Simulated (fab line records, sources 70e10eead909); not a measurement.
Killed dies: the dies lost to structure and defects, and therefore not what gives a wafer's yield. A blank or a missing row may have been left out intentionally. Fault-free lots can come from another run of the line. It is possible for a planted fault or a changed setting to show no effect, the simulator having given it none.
Which of the tools did it? ; flow nand_harc ; 36 wafers from 12 lots sampled at 5 of the route's 1302 steps

WHAT THE GAUGES READ, wafer by wafer
NHARC_END_SORT_01. Usual: defect_limited_yield 90.1 % (standard deviation 2.5); killed_at_array 62 (standard deviation 18); killed_at_other 0.9 (standard deviation 1.2); killed_at_periphery 4.2 (standard deviation 2.9); killed_dies 67 (standard deviation 17); killed_open 3.6 (standard deviation 1.9); killed_short 2.5 (standard deviation 1.6).
lot;measured;on;defect_limited_yield (%);killed_at_array;killed_at_other;killed_at_periphery;killed_dies;killed_open;killed_short;flag
L891;day 26 01:48;prober-01;0 0 0;89 55 77;1 0 0;587 622 600;677 677 677;4 5 5;6 1 3;OFF
L892;day 26 18:09;prober-01;0 0 0;69 80 67;1 0 0;607 597 610;677 677 677;5 4 9;4 2 1;OFF
L890;day 26 18:41;prober-02;0 0 0;73 75 71;1 1 0;603 601 606;677 677 677;3 6 5;4 2 4;OFF
L899;day 28 20:31;prober-02;92.8;42;3;4;49;2;5;

EACH LOT AND THE TOOL THAT RAN IT (in order: tool; ch and the chambers of the sampled wafers; start)
lot;NHARC_P_CONTACT_ETCH_35;NHARC_P_CONTACT_ETCH_18;NHARC_P_M0_ETCH_15;NHARC_P_M0_PVD_21
L887;rie_diel-11 ch 0,2,3, day 5 02:34;rie_diel-11 ch 0,2, day 5 06:41 or earlier;rie_diel-02 ch 0,1,3, day 5 06:41;pvd_sputter-01, no start
L889;rie_diel-11 ch 0,2, day 5 15:58;rie_diel-11 ch 0,2, day 5 20:47 or earlier;rie_diel-02 ch 1,2,3, day 5 20:47;pvd_sputter-01, no start
L891;rie_diel-11 ch 0,1,3, day 6 13:58;rie_diel-11 ch 0,1,3, day 6 18:18 or earlier;rie_diel-02 ch 1,2,3, day 6 18:18;pvd_sputter-01, day 26 01:48 or earlier
L892;rie_diel-11 ch 0,2, day 6 19:37;rie_diel-11 ch 0,1,3, day 7 00:13 or earlier;rie_diel-02 ch 0,2,3, day 7 00:13;pvd_sputter-03, day 26 18:09 or earlier
L890;rie_diel-13 ch 0,1,3, day 7 07:26;rie_diel-13 ch 0,1, day 7 11:43 or earlier;rie_diel-02 ch 0,3, day 7 11:43;pvd_sputter-03, day 26 18:41 or earlier
L899;rie_diel-06 ch 0,1,2, day 9 22:48;rie_diel-06 ch 1,2, day 10 03:26 or earlier;rie_diel-02 ch 1,3, day 10 03:26;pvd_sputter-03, day 28 20:31 or earlier
L900;rie_diel-06 ch 1,2,3, day 10 07:14;rie_diel-06 ch 0,1,2, day 10 11:31 or earlier;rie_diel-02 ch 0,1,3, day 10 11:31;pvd_sputter-02, no start
L902;rie_diel-13 ch 0,1, day 10 23:23;rie_diel-13 ch 1,2,3, day 11 03:33 or earlier;rie_diel-02 ch 0,2, day 11 03:33;pvd_sputter-03, no start
L903;rie_diel-06 ch 0,1,3, day 11 15:38;rie_diel-06 ch 0,1, day 11 20:24 or earlier;rie_diel-01 ch 2,3, day 11 20:24;pvd_sputter-01, no start
L905;rie_diel-06 ch 0,1,3, day 12 12:34;rie_diel-06 ch 0,1,2, day 12 16:49 or earlier;rie_diel-02 ch 0,1, day 12 16:49;pvd_sputter-02, no start
L907;rie_diel-13 ch 1,2, day 13 03:14;rie_diel-13 ch 0,2,3, day 13 07:32 or earlier;rie_diel-02 ch 2,3, day 13 07:32;pvd_sputter-02, no start
L910;rie_diel-06 ch 0,2,3, day 14 08:56;rie_diel-06 ch 0,1,3, day 14 13:38 or earlier;rie_diel-07 ch 0,2,3, day 14 13:38;pvd_sputter-01, no start
- NHARC_P_CONTACT_ETCH_35: etches the open film in CF4, target depth 39 nm, time 65 s.
- NHARC_P_CONTACT_ETCH_18: etches the open film in C4F8/O2/Ar, target depth 481 nm, time 240.5 s.
- NHARC_P_M0_ETCH_15: etches the open film in C4F8/Ar, target depth 150 nm, overetch 15 nm, time 82.5 s.
- NHARC_P_M0_PVD_21: deposits Cu, target thk 30 nm, time 20.49 s.

WHAT THE TOOLS THEMSELVES READ (means of the sampled wafers that have a number; where no wafer has one, the mark that the record gives instead)
NHARC_P_CONTACT_ETCH_35. Usual: bias_w 100.0 W, standard deviation 0.3; cf4_flow_sccm 150.1 sccm, standard deviation 0.5; drypump_motor_current_A 5.5 A, standard deviation 0.49; mfc_ar_sccm 0.009 sccm, standard deviation 0.0097; oes_product_au 0.999 a.u., standard deviation 0.011; rf_vpp_V 151.0 V, standard deviation 1.2; showerhead_plenum_p_Torr 1.74 Torr, standard deviation 0.078; throttle_valve_pct 13.284 %, standard deviation 0.0087.
lot;tool;bias_w (W);cf4_flow_sccm (sccm);drypump_motor_current_A (A);mfc_ar_sccm (sccm);oes_product_au (a.u.);rf_vpp_V (V);showerhead_plenum_p_Torr (Torr);throttle_valve_pct (%);flag
L887;rie_diel-11;99.9;150.3;4.9;0.011;0.988;151.1;1.73;13.293;
L889;rie_diel-11;100.3;150.2;5.2;0.002;0.987;151.4;1.80;13.286;
L891;rie_diel-11;100.1;150.1;5.3;0.009;0.993;151.2;1.78;13.291;
L892;rie_diel-11;100.1;150.3;4.9;0.004;0.988;151.1;1.73;13.277;
L890;rie_diel-13;100.0;150.0;5.8;0.015;0.994;150.2;1.69;13.286;
L899;rie_diel-06;99.9;150.1;5.7;0.004;0.997;151.1;1.78;13.278;
L900;rie_diel-06;100.0;149.6;5.6;0.001;1.005;151.6;1.77;13.276;
L902;rie_diel-13;99.9;149.9;6.0;0.021;1.016;150.9;1.69;13.286;
L903;rie_diel-06;100.1;150.0;5.5;0.005;1.004;150.4;1.72;13.289;
L905;rie_diel-06;100.0;150.2;5.5;0.005;1.003;151.1;1.72;13.286;
L907;rie_diel-13;100.2;150.1;6.2;0.019;1.002;150.4;1.73;13.280;
L910;rie_diel-06;99.9;149.7;5.5;0.005;1.003;150.6;1.75;13.283;

NHARC_P_CONTACT_ETCH_18. Usual: bias_w 1501 W, standard deviation 4.4; chamber_pressure_mTorr 25.001 mTorr, standard deviation 0.025; oes_product_au 0.952 a.u., standard deviation 0.023; rf_vpp_V 976 V, standard deviation 6.2.
lot;tool;bias_w (W);chamber_pressure_mTorr (mTorr);oes_product_au (a.u.);rf_vpp_V (V);flag
L887;rie_diel-11;1504;24.997;0.961;981;
L889;rie_diel-11;1495;24.985;0.915;979;
L891;rie_diel-11;1500;24.996;0.963;979;
L892;rie_diel-11;1498;25.005;0.920;980;
L890;rie_diel-13;1502;24.992;0.969;972;
L899;rie_diel-06;1497;25.016;0.925;983;
L900;rie_diel-06;1500;24.993;0.962;979;
L902;rie_diel-13;1504;25.006;0.965;975;
L903;rie_diel-06;1496;25.011;0.972;976;
L905;rie_diel-06;1502;24.998;0.966;979;
L907;rie_diel-13;1499;24.996;0.966;976;
L910;rie_diel-06;1503;25.017;0.922;974;

NHARC_P_M0_ETCH_15. Usual: bias_w 299.9 W, standard deviation 0.84; chamber_pressure_mTorr 25.002 mTorr, standard deviation 0.027; oes_product_au 0.958 a.u., standard deviation 0.02; rf_vpp_V 439.7 V, standard deviation 2.6.
lot;tool;bias_w (W);chamber_pressure_mTorr (mTorr);oes_product_au (a.u.);rf_vpp_V (V);flag
L887;rie_diel-02;299.4;25.007;0.973;438.1;
L889;rie_diel-02;300.3;25.024;0.968;439.3;
L891;rie_diel-02;-;-;-;-;OFF
L892;rie_diel-02;-;-;-;-;OFF
L890;rie_diel-02;-;-;-;-;OFF
L899;rie_diel-02;300.0;25.002;0.958;439.0;
L900;rie_diel-02;300.5;24.993;0.955;438.7;
L902;rie_diel-02;299.6;24.994;0.957;438.4;
L903;rie_diel-01;300.6;25.003;0.953;444.1;
L905;rie_diel-02;300.2;25.007;0.973;437.9;
L907;rie_diel-02;299.9;24.995;0.967;438.9;
L910;rie_diel-07;299.6;25.011;0.972;441.5;

NHARC_P_M0_PVD_21. Usual: 30.5 % for throttle_valve_pct, sd 1.1.
lot;tool;throttle_valve_pct (%);flag
L887;pvd_sputter-01;30.2;
L889;pvd_sputter-01;29.8;
L891;pvd_sputter-01;31.0;
L892;pvd_sputter-03;29.8;
L890;pvd_sputter-03;30.6;
L899;pvd_sputter-03;31.0;
L900;pvd_sputter-02;30.6;
L902;pvd_sputter-03;30.3;
L903;pvd_sputter-01;31.2;
L905;pvd_sputter-02;30.1;
L907;pvd_sputter-02;29.6;
L910;pvd_sputter-01;30.8;

THE ANSWER, worked out from the rows above alone
Rule: take the mean of a lot's wafers that have a number; if it is more than 3 standard deviations from the usual mean, the lot is off. A lot without any number at a reading at which 4 lots or more have one is off too. The other lots that the step has rows for count as sound. Order of review: gauges by route order, followed by the tools' own readings, for which a lot's mean as printed above is used. At the first step where some lot is off, the reading lying furthest off is the one used; lots without a number count as furthest.
Off, at NHARC_END_SORT_01 on killed_at_periphery: L891, L892, L890. Neither off nor sound, because the step has no rows for them: L887, L889, L900, L902, L903, L905, L907, L910.
A tool fits if, at a process step before that reading, it ran every lot that is off, and no sound lot after the first of them. Not tried: the gauges at NHARC_END_SORT_01; whatever is off there is also off at NHARC_P_M0_ETCH_15, on other tools, and gauge error can't account for it. NHARC_P_CONTACT_ETCH_18 gives no start for some lots, so the hours and the order of its lots are those of NHARC_P_M0_ETCH_15. NHARC_P_M0_PVD_21 gives no start for some lots, so the hours and the order of its lots are those of NHARC_END_SORT_01. No candidate that was tried fits.

WHAT THE SIMULATOR PUT IN
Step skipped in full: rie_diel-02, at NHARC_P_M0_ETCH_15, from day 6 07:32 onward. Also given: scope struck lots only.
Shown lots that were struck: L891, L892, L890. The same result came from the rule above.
